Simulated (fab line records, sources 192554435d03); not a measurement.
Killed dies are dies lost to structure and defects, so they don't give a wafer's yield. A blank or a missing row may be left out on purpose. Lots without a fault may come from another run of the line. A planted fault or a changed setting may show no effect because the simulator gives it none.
fab line records | flow n5_finfet
record lots=24 wafers=72 last_day=18
route steps=1938 shown BEOL_M3@954
lots that met no fault: from a run of the same line without faults
start_h: hours from the record's first day to the start of the lot's first wafer shown | wait_h: hours since the lot's step before | " the same as in the row above | L1.1+2: a row that stands for several wafers | - no value, or no start given | * or withheld: withheld | < > ~ a bound
route shown NAME@n: a module of which the file shows steps, and the number in the route of the first | usual: mean/standard deviation of fault-free wafers | same: alike in all rows | chamber/n: place in a boat | sites: the reading at each site | _std_site: their standard deviation | _edge_site: outer sites' mean less inner sites' | radius_mm: how far each site lies from the wafer's centre | mask NAME#n: copy n | behind: the tool/chamber that last shaped the wafer | hold: why the lot was held/for how many hours/how that ended | device: the transistor (n, p or np) that didn't switch | end of line: the same wafers' tests at the end of the route | a step without rows: its recipe alone | killed: dies lost to structure and defects at the first sort, not the wafer's yield | map: a wafer's dies, x killed, . not, _ none there
set.NAME: the setting as run; set.NAME@STEP: as run at that earlier step | model.NAME: the simulator's own value behind a step, which no gauge read
steps of the route over a sample of lots; a table a step, a row a wafer
services: from which hour (start_h, from the record's first day; less than 0 if before it) a tool's chamber was out of use, for how many hours, and why
## steps
# step N5_BEOL_M3_HM_OPEN_17
# recipe chemistry=Cl2/BCl3 target_depth_a=200 overetch_a=60 target=TiN mask_material=SOC ion_energy_ev=150 pressure_mtorr=10 icp_w=1000 bias_w=126 Cl2_flow_sccm=53.25 bcl3_flow_sccm=21.75 Ar_flow_sccm=25
# usual drypump_motor_current_A=5.7/0.46 oes_ar_750_au=0.74/0.12 oes_product_au=0.63/0.11 throttle_valve_pct=22.36/0.18
# columns lot.wafer tool chamber start_h wait_h drypump_motor_current_A oes_ar_750_au oes_product_au rf_hours_counter_h throttle_valve_pct
L074.3 rie_metal-03 0 146.73 0.1 6.5 0.65 0.56 - 22.20
L074.5 " 1 " " 5.2 0.69 0.61 - 22.28
L074.6 " 0 " " 6.5 0.65 0.57 - 22.22
L076.1 rie_metal-01 0 153.09 0.0 6.1 0.71 0.61 65 22.58
L076.4 " 1 " " 5.7 0.69 0.58 - 22.17
L076.6 " 1 " " 5.8 0.69 0.58 - 22.19
L075.2 rie_metal-02 0 157.76 0.1 5.1 0.63 0.53 - 22.62
L075.5 " 0 " " 5.1 0.63 0.53 - 22.62
L075.6 " 0 " " 5.1 0.63 0.52 - 22.63
L077.2 rie_metal-01 0 161.67 0.0 6.1 0.71 0.61 67 22.58
L077.3 " 1 " " 5.8 0.69 0.58 - 22.18
L077.4 " 0 " " 6.1 0.70 0.61 - 22.57
L078.3 rie_metal-02 0 171.79 0.1 5.1 0.63 0.53 - 22.59
L078.4 " 1 " " 5.8 0.97 0.83 - 22.25
L078.6 " 1 " " 5.8 0.97 0.84 - 22.23
L079.1 rie_metal-03 1 176.40 0.0 5.2 0.68 0.60 69 22.28
L079.4 " 0 " " 6.4 0.65 0.56 - 22.23
L079.6 " 1 " " 5.2 0.68 0.60 - 22.28
L080.1 rie_metal-02 0 182.39 0.0 5.1 0.63 0.52 119 22.61
L080.2 " 1 " " 5.8 0.95 0.84 2 22.22
L080.3 " 1 " " 5.9 0.95 0.83 - 22.24
L081.2 rie_metal-01 1 183.27 0.0 5.8 0.68 0.58 89 22.18
L081.4 " 0 " " 6.1 0.71 0.61 - 22.59
L081.6 " 0 " " 6.1 0.70 0.60 - 22.58
L082.2 rie_metal-01 0 192.42 0.0 6.1 0.71 0.61 69 22.58
L082.3 " 1 " " 5.8 0.68 0.58 - 22.18
L082.6 " 1 " " 5.8 0.68 0.57 - 22.19
L083.1 rie_metal-02 1 201.16 0.0 5.9 0.94 0.82 4 22.22
L083.3 " 0 " " 5.1 0.63 0.53 - 22.61
L083.6 " 1 " " 5.8 0.94 0.82 - 22.24
L084.1 rie_metal-01 0 201.19 0.0 6.1 0.69 0.60 70 22.57
L084.2 " 1 " " 5.8 0.68 0.58 90 22.16
L084.5 " 0 " " 6.1 0.69 0.60 - 22.60
L085.4 rie_metal-02 1 217.30 0.1 5.9 0.93 0.81 - 22.25
L085.5 " 0 " " 5.1 0.63 0.52 - 22.61
L085.6 " 1 " " 5.8 0.92 0.80 - 22.26
L086.2 rie_metal-02 1 217.36 0.1 5.9 0.93 0.80 5 22.25
L086.4 " 1 " " 5.8 0.93 0.80 - 22.24
L086.6 " 1 " " 5.8 0.93 0.80 - 22.27
L088.1 rie_metal-02 1 224.83 0.0 5.9 0.92 0.80 6 22.24
L088.2 " 0 " " 5.1 0.62 0.52 123 22.62
L088.3 " 0 " " 5.1 0.63 0.52 - 22.64
L087.1 rie_metal-02 1 225.90 0.0 5.9 0.91 0.78 6 22.28
L087.2 " 0 " " 5.1 0.62 0.51 123 22.64
L087.3 " 0 " " 5.1 0.62 0.52 - 22.62
L089.1 rie_metal-02 1 231.89 0.0 5.8 0.92 0.77 6 22.26
L089.3 " 0 " " 5.1 0.62 0.52 - 22.63
L089.4 " 1 " " 5.8 0.91 0.79 - 22.25
L091.3 rie_metal-01 1 240.79 0.1 5.7 0.68 0.57 - 22.21
L091.4 " 0 " " 6.1 0.69 0.60 - 22.58
L091.6 " 1 " " 5.8 0.67 0.57 - 22.19
L090.2 rie_metal-03 0 240.99 0.0 6.4 0.64 0.57 99 22.22
L090.3 " 1 " " 5.2 0.67 0.60 - 22.28
L090.5 " 0 " " 6.4 0.64 0.56 - 22.21
L093.1 rie_metal-03 1 257.45 0.1 5.2 0.67 0.59 76 22.30
L093.4 " 1 " " 5.2 0.67 0.59 - 22.29
L093.6 " 0 " " 6.4 0.64 0.56 - 22.22
L092.2 rie_metal-02 1 274.13 0.1 5.9 0.88 0.77 - 22.25
L092.4 " 1 " " 5.9 0.89 0.76 - 22.25
L092.6 " 1 " " 5.8 0.89 0.76 - 22.24
L094.1 rie_metal-03 0 276.59 0.0 6.4 0.63 0.55 103 22.23
L094.2 " 1 " " 5.2 0.67 0.59 78 22.30
L094.3 " 1 " " 5.2 0.67 0.59 - 22.30
L095.3 rie_metal-01 1 279.21 0.1 5.8 0.67 0.56 - 22.20
L095.5 " 0 " " 6.1 0.69 0.60 - 22.60
L095.6 " 1 " " 5.8 0.66 0.57 - 22.20
L096.2 rie_metal-02 0 286.34 0.0 5.1 0.99 0.83 1 22.13
L096.3 " 1 " " 5.8 0.89 0.76 - 22.25
L096.5 " 1 " " 5.8 0.88 0.76 - 22.27
L097.2 rie_metal-02 1 289.38 0.0 5.9 0.89 0.76 12 22.27
L097.4 " 0 " " 5.1 0.99 0.83 - 22.14
L097.5 " 1 " " 5.8 0.88 0.76 - 22.26
# step N5_BEOL_M3_PRE_CLEAN_45
# recipe gas=H2/He time_s=30 temp_c=250
# usual heater_power_w=322/35
# columns lot.wafer tool chamber start_h wait_h heater_power_w
L074.3 pvd_sputter-01 - 149.58 0.0 316
L074.5 " - " " 245
L074.6 " - " " 307
L076.1 pvd_sputter-02 - 157.04 0.0 334
L076.4 " - " " 375
L076.6 " - " " 374
L075.2 pvd_sputter-02 - 160.52 0.0 329
L075.5 " - " " 335
L075.6 " - " " 383
L077.2 pvd_sputter-03 - 164.95 0.0 346
L077.3 " - " " 357
L077.4 " - " " 335
L078.3 pvd_sputter-01 - 173.91 0.0 307
L078.4 " - " " 241
L078.6 " - " " 330
L079.1 pvd_sputter-01 - 179.59 0.0 308
L079.4 " - " " 326
L079.6 " - " " 314
L080.1 pvd_sputter-03 - 187.09 0.0 303
L080.2 " - " " 345
L080.3 " - " " 346
L081.2 pvd_sputter-01 - 187.14 0.0 327
L081.4 " - " " 239
L081.6 " - " " 311
L082.2 pvd_sputter-01 - 194.70 0.0 244
L082.3 " - " " 309
L082.6 " - " " 315
L083.1 pvd_sputter-01 - 204.29 0.0 311
L083.3 " - " " 329
L083.6 " - " " 315
L084.1 pvd_sputter-01 - 207.21 0.0 246
L084.2 " - " " 319
L084.5 " - " " 305
L085.4 pvd_sputter-03 - 219.04 0.0 345
L085.5 " - " " 305
L085.6 " - " " 357
L086.2 pvd_sputter-01 - 219.58 0.0 311
L086.4 " - " " 312
L086.6 " - " " 323
L088.1 pvd_sputter-03 - 232.77 0.0 301
L088.2 " - " " 342
L088.3 " - " " 350
L087.1 pvd_sputter-03 - 232.91 0.0 301
L087.2 " - " " 355
L087.3 " - " " 347
L089.1 pvd_sputter-03 - 235.55 0.0 303
L089.3 " - " " 355
L089.4 " - " " 341
L091.3 pvd_sputter-02 - 247.12 0.0 337
L091.4 " - " " 372
L091.6 " - " " 344
L090.2 pvd_sputter-01 - 263.39 0.0 313
L090.3 " - " " 323
L090.5 " - " " 239
L093.1 pvd_sputter-03 - 266.73 0.0 305
L093.4 " - " " 351
L093.6 " - " " 350
L092.2 pvd_sputter-01 - 275.84 0.0 237
L092.4 " - " " 309
L092.6 " - " " 324
L094.1 pvd_sputter-03 - 282.54 0.0 341
L094.2 " - " " 348
L094.3 " - " " 351
L095.3 pvd_sputter-03 - 282.81 0.0 355
L095.5 " - " " 335
L095.6 " - " " 347
L096.2 pvd_sputter-03 - 290.50 0.0 307
L096.3 " - " " 346
L096.5 " - " " 352
L097.2 pvd_sputter-01 - 293.51 0.0 331
L097.4 " - " " 318
L097.5 " - " " 323
# step N5_BEOL_M3_SPUTTER_81
# recipe material=Cu target_thk_a=45 temp_c=-20 chamber_pressure_pa=0.07 power_w=withheld time_s=8.29
# usual throttle_valve_pct=30.0/1.3
# columns lot.wafer tool chamber start_h wait_h throttle_valve_pct
L074.3 pvd_sputter-02 - 150.74 0.1 29.1
L074.5 " - " " 28.8
L074.6 " - " " 30.2
L076.1 pvd_sputter-02 - 158.04 0.1 30.7
L076.4 " - " " 29.2
L076.6 " - " " 28.8
L075.2 pvd_sputter-01 - 161.48 0.1 28.2
L075.5 " - " " 30.5
L075.6 " - " " 28.4
L077.2 pvd_sputter-03 - 166.27 0.1 31.4
L077.3 " - " " 30.9
L077.4 " - " " 31.4
L078.3 pvd_sputter-03 - 175.10 0.1 31.1
L078.4 " - " " 31.6
L078.6 " - " " 31.9
L079.1 pvd_sputter-02 - 180.85 0.1 30.1
L079.4 " - " " 30.9
L079.6 " - " " 29.0
L081.2 pvd_sputter-02 - 189.35 0.1 30.4
L081.4 " - " " 30.9
L081.6 " - " " 30.8
L080.1 pvd_sputter-01 - 190.22 0.1 27.0
L080.2 " - " " 28.9
L080.3 " - " " 30.7
L082.2 pvd_sputter-01 - 195.90 0.1 30.7
L082.3 " - " " 28.6
L082.6 " - " " 28.9
L083.1 pvd_sputter-02 - 205.38 0.1 30.1
L083.3 " - " " 30.6
L083.6 " - " " 29.4
L084.1 pvd_sputter-02 - 208.66 0.1 30.6
L084.2 " - " " 31.1
L084.5 " - " " 29.0
L085.4 pvd_sputter-03 - 220.01 0.1 31.4
L085.5 " - " " 31.6
L085.6 " - " " 31.2
L086.2 pvd_sputter-02 - 222.25 0.1 29.1
L086.4 " - " " 30.2
L086.6 " - " " 30.5
L088.1 pvd_sputter-02 - 233.72 0.1 30.3
L088.2 " - " " 30.1
L088.3 " - " " 28.9
L087.1 pvd_sputter-01 - 234.03 0.1 28.9
L087.2 " - " " 27.1
L087.3 " - " " 30.7
L089.1 pvd_sputter-01 - 236.56 0.1 30.9
L089.3 " - " " 28.8
L089.4 " - " " 26.8
L091.3 pvd_sputter-02 - 248.33 0.1 30.6
L091.4 " - " " 28.9
L091.6 " - " " 30.2
L090.2 pvd_sputter-03 - 265.29 0.1 30.9
L090.3 " - " " 31.3
L090.5 " - " " 30.9
L093.1 pvd_sputter-02 - 267.90 0.1 28.9
L093.4 " - " " 30.8
L093.6 " - " " 29.1
L092.2 pvd_sputter-02 - 276.84 0.1 30.8
L092.4 " - " " 29.1
L092.6 " - " " 30.8
L094.1 pvd_sputter-03 - 284.18 0.1 31.7
L094.2 " - " " 31.3
L094.3 " - " " 31.5
L095.3 pvd_sputter-01 - 285.40 0.1 28.7
L095.5 " - " " 27.1
L095.6 " - " " 28.7
L096.2 pvd_sputter-01 - 291.99 0.1 27.4
L096.3 " - " " 28.4
L096.5 " - " " 27.2
L097.2 pvd_sputter-02 - 296.18 0.1 30.7
L097.4 " - " " 29.9
L097.5 " - " " 30.6
# step N5_BEOL_M3_ANNEAL_87
# recipe temp_c=400 time_s=240 ambient=vacuum
# usual heater_power_w=834/83
# columns lot.wafer tool chamber start_h wait_h heater_power_w
L074.3 pvd_sputter-02 - 151.04 0.0 918
L074.5 " - " " 908
L074.6 " - " " 928
L076.1 pvd_sputter-02 - 158.34 0.0 826
L076.4 " - " " 893
L076.6 " - " " 925
L075.2 pvd_sputter-01 - 161.78 0.0 808
L075.5 " - " " 601
L075.6 " - " " 810
L077.2 pvd_sputter-03 - 166.57 0.0 766
L077.3 " - " " 870
L077.4 " - " " 877
L078.3 pvd_sputter-03 - 175.40 0.0 870
L078.4 " - " " 866
L078.6 " - " " 757
L079.1 pvd_sputter-02 - 181.15 0.0 944
L079.4 " - " " 871
L079.6 " - " " 913
L081.2 pvd_sputter-02 - 189.65 0.0 834
L081.4 " - " " 867
L081.6 " - " " 841
L080.1 pvd_sputter-01 - 190.52 0.0 776
L080.2 " - " " 783
L080.3 " - " " 583
L082.2 pvd_sputter-01 - 196.20 0.0 601
L082.3 " - " " 823
L082.6 " - " " 766
L083.1 pvd_sputter-02 - 205.68 0.0 937
L083.3 " - " " 829
L083.6 " - " " 899
L084.1 pvd_sputter-02 - 208.96 0.0 839
L084.2 " - " " 837
L084.5 " - " " 936
L085.4 pvd_sputter-03 - 220.31 0.0 866
L085.5 " - " " 755
L085.6 " - " " 872
L086.2 pvd_sputter-02 - 222.55 0.0 934
L086.4 " - " " 951
L086.6 " - " " 843
L088.1 pvd_sputter-02 - 234.02 0.0 836
L088.2 " - " " 918
L088.3 " - " " 929
L087.1 pvd_sputter-01 - 234.33 0.0 780
L087.2 " - " " 777
L087.3 " - " " 606
L089.1 pvd_sputter-01 - 236.86 0.0 602
L089.3 " - " " 781
L089.4 " - " " 773
L091.3 pvd_sputter-02 - 248.63 0.0 812
L091.4 " - " " 921
L091.6 " - " " 927
L090.2 pvd_sputter-03 - 265.59 0.0 863
L090.3 " - " " 865
L090.5 " - " " 868
L093.1 pvd_sputter-02 - 268.20 0.0 927
L093.4 " - " " 828
L093.6 " - " " 936
L092.2 pvd_sputter-02 - 277.14 0.0 844
L092.4 " - " " 928
L092.6 " - " " 868
L094.1 pvd_sputter-03 - 284.48 0.0 763
L094.2 " - " " 879
L094.3 " - " " 867
L095.3 pvd_sputter-01 - 285.70 0.0 799
L095.5 " - " " 772
L095.6 " - " " 778
L096.2 pvd_sputter-01 - 292.29 0.0 771
L096.3 " - " " 787
L096.5 " - " " 792
L097.2 pvd_sputter-02 - 296.48 0.0 862
L097.4 " - " " 916
L097.5 " - " " 830
# step N5_BEOL_M3_ANNEAL_95
# recipe temp_c=400 time_s=240 ambient=vacuum
# usual heater_power_w=836/85
# columns lot.wafer tool chamber start_h wait_h heater_power_w
L074.3 pvd_sputter-02 - 151.92 0.0 931
L074.5 " - " " 925
L074.6 " - " " 930
L076.1 pvd_sputter-02 - 159.22 0.0 837
L076.4 " - " " 913
L076.6 " - " " 903
L075.2 pvd_sputter-01 - 162.66 0.0 815
L075.5 " - " " 590
L075.6 " - " " 812
L077.2 pvd_sputter-03 - 167.45 0.0 769
L077.3 " - " " 864
L077.4 " - " " 863
L078.3 pvd_sputter-03 - 176.28 0.0 881
L078.4 " - " " 875
L078.6 " - " " 766
L079.1 pvd_sputter-02 - 182.03 0.0 909
L079.4 " - " " 856
L079.6 " - " " 906
L081.2 pvd_sputter-02 - 190.53 0.0 819
L081.4 " - " " 857
L081.6 " - " " 828
L080.1 pvd_sputter-01 - 191.40 0.0 778
L080.2 " - " " 755
L080.3 " - " " 581
L082.2 pvd_sputter-01 - 197.08 0.0 590
L082.3 " - " " 807
L082.6 " - " " 760
L083.1 pvd_sputter-02 - 206.56 0.0 951
L083.3 " - " " 809
L083.6 " - " " 943
L084.1 pvd_sputter-02 - 209.84 0.0 813
L084.2 " - " " 867
L084.5 " - " " 921
L085.4 pvd_sputter-03 - 221.19 0.0 888
L085.5 " - " " 761
L085.6 " - " " 874
L086.2 pvd_sputter-02 - 223.43 0.0 908
L086.4 " - " " 921
L086.6 " - " " 825
L088.1 pvd_sputter-02 - 234.90 0.0 817
L088.2 " - " " 936
L088.3 " - " " 919
L087.1 pvd_sputter-01 - 235.21 0.0 782
L087.2 " - " " 792
L087.3 " - " " 583
L089.1 pvd_sputter-01 - 237.74 0.0 593
L089.3 " - " " 768
L089.4 " - " " 802
L091.3 pvd_sputter-02 - 249.51 0.0 813
L091.4 " - " " 952
L091.6 " - " " 958
L090.2 pvd_sputter-03 - 266.47 0.0 859
L090.3 " - " " 864
L090.5 " - " " 872
L093.1 pvd_sputter-02 - 269.08 0.0 917
L093.4 " - " " 832
L093.6 " - " " 934
L092.2 pvd_sputter-02 - 278.02 0.0 860
L092.4 " - " " 909
L092.6 " - " " 853
L094.1 pvd_sputter-03 - 285.36 0.0 764
L094.2 " - " " 865
L094.3 " - " " 855
L095.3 pvd_sputter-01 - 286.58 0.0 803
L095.5 " - " " 788
L095.6 " - " " 788
L096.2 pvd_sputter-01 - 293.17 0.0 775
L096.3 " - " " 818
L096.5 " - " " 773
L097.2 pvd_sputter-02 - 297.36 0.0 855
L097.4 " - " " 967
L097.5 " - " " 840
# step N5_BEOL_M3_ANNEAL_51
# recipe temp_c=225 time_s=90 ambient=N2
# usual wafer_temp_C_max=226.10/0.27
# columns lot.wafer tool chamber start_h wait_h wafer_temp_C_max
L074.3 rtp_anneal-01 0 152.34 0.1 226.01
L074.5 " 0 " " 226.15
L074.6 " 0 " " 226.26
L076.1 rtp_anneal-02 0 159.55 0.1 226.23
L076.4 " 0 " " 226.38
L076.6 " 0 " " 226.44
L075.2 rtp_anneal-01 0 163.05 0.1 225.92
L075.5 " 0 " " 225.38
L075.6 " 0 " " 225.84
L077.2 rtp_anneal-01 0 167.83 0.1 226.00
L077.3 " 0 " " 225.85
L077.4 " 0 " " 226.15
L078.3 rtp_anneal-02 0 176.70 0.1 225.73
L078.4 " 0 " " 225.86
L078.6 " 0 " " 225.93
L079.1 rtp_anneal-01 0 182.37 0.1 225.76
L079.4 " 0 " " 226.01
L079.6 " 0 " " 225.94
L081.2 rtp_anneal-02 0 190.91 0.1 226.28
L081.4 " 0 " " 226.58
L081.6 " 0 " " 226.09
L080.1 rtp_anneal-02 0 191.73 0.1 226.19
L080.2 " 0 " " 226.25
L080.3 " 0 " " 226.77
L082.2 rtp_anneal-01 0 197.47 0.1 225.93
L082.3 " 0 " " 225.97
L082.6 " 0 " " 225.92
L083.1 rtp_anneal-02 0 207.00 0.2 225.58
L083.3 " 0 " " 226.09
L083.6 " 0 " " 226.26
L084.1 rtp_anneal-02 0 210.18 0.1 226.31
L084.2 " 0 " " 226.36
L084.5 " 0 " " 226.23
L085.4 rtp_anneal-01 0 221.66 0.2 225.78
L085.5 " 0 " " 225.73
L085.6 " 0 " " 226.00
L086.2 rtp_anneal-01 0 223.81 0.1 225.96
L086.4 " 0 " " 225.95
L086.6 " 0 " " 225.85
L088.1 rtp_anneal-02 0 235.24 0.1 226.07
L088.2 " 0 " " 226.48
L088.3 " 0 " " 225.78
L087.1 rtp_anneal-02 0 235.54 0.1 225.95
L087.2 " 0 " " 226.27
L087.3 " 0 " " 226.48
L089.1 rtp_anneal-02 0 238.09 0.1 225.97
L089.3 " 0 " " 226.12
L089.4 " 0 " " 225.71
L091.3 rtp_anneal-01 0 250.02 0.2 226.13
L091.4 " 0 " " 226.01
L091.6 " 0 " " 225.76
L090.2 rtp_anneal-02 0 267.00 0.3 226.60
L090.3 " 0 " " 226.60
L090.5 " 0 " " 225.88
L093.1 rtp_anneal-01 0 269.61 0.3 226.61
L093.4 " 0 " " 226.44
L093.6 " 0 " " 226.10
L092.2 rtp_anneal-01 0 278.68 0.4 225.79
L092.4 " 0 " " 225.92
L092.6 " 0 " " 225.74
L094.1 rtp_anneal-02 0 286.98 1.3 226.07
L094.2 " 0 " " 226.22
L094.3 " 0 " " 226.13
L095.3 rtp_anneal-01 0 287.95 1.1 226.50
L095.5 " 0 " " 226.48
L095.6 " 0 " " 226.41
L096.2 rtp_anneal-02 0 293.59 0.1 226.35
L096.3 " 0 " " 226.47
L096.5 " 0 " " 226.89
L097.2 rtp_anneal-02 0 297.75 0.1 225.79
L097.4 " 0 " " 226.13
L097.5 " 0 " " 225.69
## services
# columns tool chamber start_h hours kind
rie_metal-03 1 138.77 2.9 repair
rie_metal-02 1 144.53 - clean
rie_metal-02 1 144.53 19.8 scheduled_down
rie_metal-02 1 144.53 19.8 vent_cycle
rie_metal-03 0 149.76 17.6 repair
rie_metal-03 - 211.12 0.2 repair
rie_metal-02 0 262.02 - clean
rie_metal-02 0 262.02 15.5 scheduled_down
rie_metal-02 0 262.02 15.5 vent_cycle
## key
fault none
